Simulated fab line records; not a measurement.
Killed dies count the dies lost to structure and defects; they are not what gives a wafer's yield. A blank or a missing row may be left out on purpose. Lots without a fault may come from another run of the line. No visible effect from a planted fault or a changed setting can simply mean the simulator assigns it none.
Chamber matching    flow n5_finfet    4 sister chambers for N5_BEOL_M1_ETCH_70 on rie_diel-05
The step etches SOC in N2/H2, target depth 80 nm, overetch 16 nm, time 120 s. 18 wafers are shown with their chamber, then 9 later ones without.

## WAFERS PAIRED WITH THEIR CHAMBERS
wafer   chamber  showerhead_plenum_p_Torr (Torr)  throttle_valve_pct (%)  oes_product_au (a.u.)
L074.1  0        2.65                             18.13                   0.58
L074.3  2        2.61                             17.66                   0.70
L074.6  1        2.54                             17.64                   0.58
L075.1  2        2.61                             17.64                   0.70
L075.3  0        2.65                             18.13                   0.57
L075.4  1        2.53                             17.65                   0.58
L077.1  2        2.60                             17.66                   0.71
L077.3  1        2.53                             17.65                   0.58
L077.6  1        2.53                             17.64                   0.58
L079.1  3        2.47                             17.34                   0.71
L079.3  0        2.65                             18.16                   0.57
L079.4  2        2.60                             17.66                   0.70
L080.2  1        2.53                             17.67                   0.57
L080.4  3        2.47                             17.36                   0.71
L080.5  2        2.60                             17.67                   0.69
L082.1  2        2.60                             17.67                   0.69
L082.3  1        2.53                             17.65                   0.57
L082.5  3        2.47                             17.35                   0.69

SIGNATURES, as means of the wafers listed above
reading                   chamber 0  chamber 1  chamber 2  chamber 3  scatter within a chamber
showerhead_plenum_p_Torr  2.6500     2.5317     2.6033     2.4700     0.00393
throttle_valve_pct        18.1400    17.6500    17.6600    17.3500    0.012
oes_product_au            0.5733     0.5767     0.6983     0.7033     0.00732
Rule: for a wafer and a chamber, the distance is found by dividing, reading by reading, the gap between the wafer's reading and the chamber's mean by the reading's scatter, squaring, summing and taking the root. The wafer belongs to the nearest chamber; if the next one is less than 2 further off, it can't be placed. How the scatter is found: for the shown wafers, subtract from each reading the mean of its chamber, square and add these, divide the total by (wafers less chambers), then take the root.

## WAFERS WITHOUT THEIR CHAMBER
wafer   showerhead_plenum_p_Torr (Torr)  throttle_valve_pct (%)  oes_product_au (a.u.)
L085.1  2.65                             18.17                   0.57
L085.2  2.53                             17.68                   0.58
L085.3  2.60                             17.69                   0.69
L085.4  2.47                             17.36                   0.69
L085.5  2.47                             17.35                   0.69
L085.6  2.64                             18.16                   0.57
L087.2  2.64                             18.17                   0.57
L087.3  2.53                             17.68                   0.57
L087.5  2.64                             18.16                   0.56

## THE CHAMBER EACH PASSED THROUGH
wafer   from the rows above  in truth
L085.1  0                    0
L085.2  1                    1
L085.3  2                    2
L085.4  3                    3
L085.5  3                    3
L085.6  0                    0
L087.2  0                    0
L087.3  1                    1
L087.5  0                    0
Placed correctly: 9 of 9. From these rows, 0 cannot be placed. Placed wrongly: 0.
